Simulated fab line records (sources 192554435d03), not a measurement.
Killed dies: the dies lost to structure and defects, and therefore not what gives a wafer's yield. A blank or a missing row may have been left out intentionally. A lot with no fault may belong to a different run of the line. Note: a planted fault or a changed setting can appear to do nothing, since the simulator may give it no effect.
Chamber matching ; flow n5-finfet ; 4 sister chambers for N5_BEOL_M7_ALD_77 on ald-metal-04
The step deposits TaN, target thk 2 nm, pulse time 2 s, purge time 3 s. 27 wafers are shown with their chamber, then 12 later ones without.

== WAFERS, EACH WITH ITS CHAMBER ==
wafer;chamber;heater-power-w (W);susceptor-temp-C (C);precursor-vessel-carrier-sccm (sccm)
L075.3;2;393;275.07;1000
L075.4;1;383;274.96;1000
L075.6;2;392;274.90;1002
L076.1;2;408;275.20;1001
L076.5;0;425;274.93;998
L076.6;3;438;274.87;998
L078.1;3;428;274.84;999
L078.2;2;405;275.00;1001
L078.4;3;433;275.01;999
L077.2;0;423;275.05;1000
L077.3;3;430;274.70;999
L077.6;2;401;275.29;1006
L079.4;2;408;275.00;1001
L079.5;1;387;274.77;998
L079.6;2;409;275.10;1002
L084.2;2;399;274.95;998
L084.3;3;437;274.98;1005
L084.6;1;390;275.07;1009
L087.1;3;441;275.03;1000
L087.2;1;390;275.02;1001
L087.3;0;422;275.14;1003
L090.1;2;398;275.21;993
L090.4;1;350;274.90;998
L090.5;0;376;274.69;1001
L089.3;0;376;275.20;999
L089.5;2;405;275.17;999
L089.6;1;350;275.03;992

SIGNATURES, as means of the wafers listed above
reading;chamber 0;chamber 1;chamber 2;chamber 3;scatter within a chamber
heater-power-w;404.40;375.00;401.80;434.50;14.9
susceptor-temp-C;275.0020;274.9583;275.0890;274.9050;0.14
precursor-vessel-carrier-sccm;1000.20;999.67;1000.30;1000.00;3.61
Rule: a wafer's distance from a chamber is the root of the sum, over the readings, of the square of ((its reading less the chamber's mean) divided by the reading's scatter). If the next closest chamber is less than 2 further off than the closest, the wafer can't be placed; otherwise it belongs to the closest. The scatter: take each reading less its chamber's mean, square it, sum over the shown wafers, divide by the number of wafers less the number of chambers, and take the root.

== WAFERS WHOSE CHAMBER IS MISSING ==
wafer;heater-power-w (W);susceptor-temp-C (C);precursor-vessel-carrier-sccm (sccm)
L093.1;346;275.01;1001
L093.3;389;275.37;997
L093.4;427;274.95;998
L092.2;416;274.92;1000
L092.5;421;274.92;1005
L092.6;399;275.13;997
L094.1;395;274.83;1002
L094.4;347;275.02;994
L094.6;381;274.75;1004
L097.3;380;275.26;1003
L097.4;434;274.95;1003
L097.6;378;275.15;1001

== WHICH CHAMBER EACH ONE RAN IN ==
wafer;from the rows above;in truth
L093.1;can't be placed: 1 or 2 or 0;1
L093.3;can't be placed: 2 or 0 or 1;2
L093.4;can't be placed: 3 or 0 or 2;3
L092.2;can't be placed: 0 or 3 or 2 or 1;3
L092.5;can't be placed: 3 or 0 or 2 or 1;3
L092.6;can't be placed: 2 or 0 or 1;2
L094.1;can't be placed: 0 or 1 or 2 or 3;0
L094.4;can't be placed: 1 or 2 or 0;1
L094.6;can't be placed: 1 or 0 or 2 or 3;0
L097.3;can't be placed: 2 or 1 or 0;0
L097.4;can't be placed: 3 or 0 or 2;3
L097.6;can't be placed: 1 or 2 or 0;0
Correctly placed: 0 of 12. These rows do not allow placing 12 (true chamber among the candidates in 12). Wrongly placed: 0.
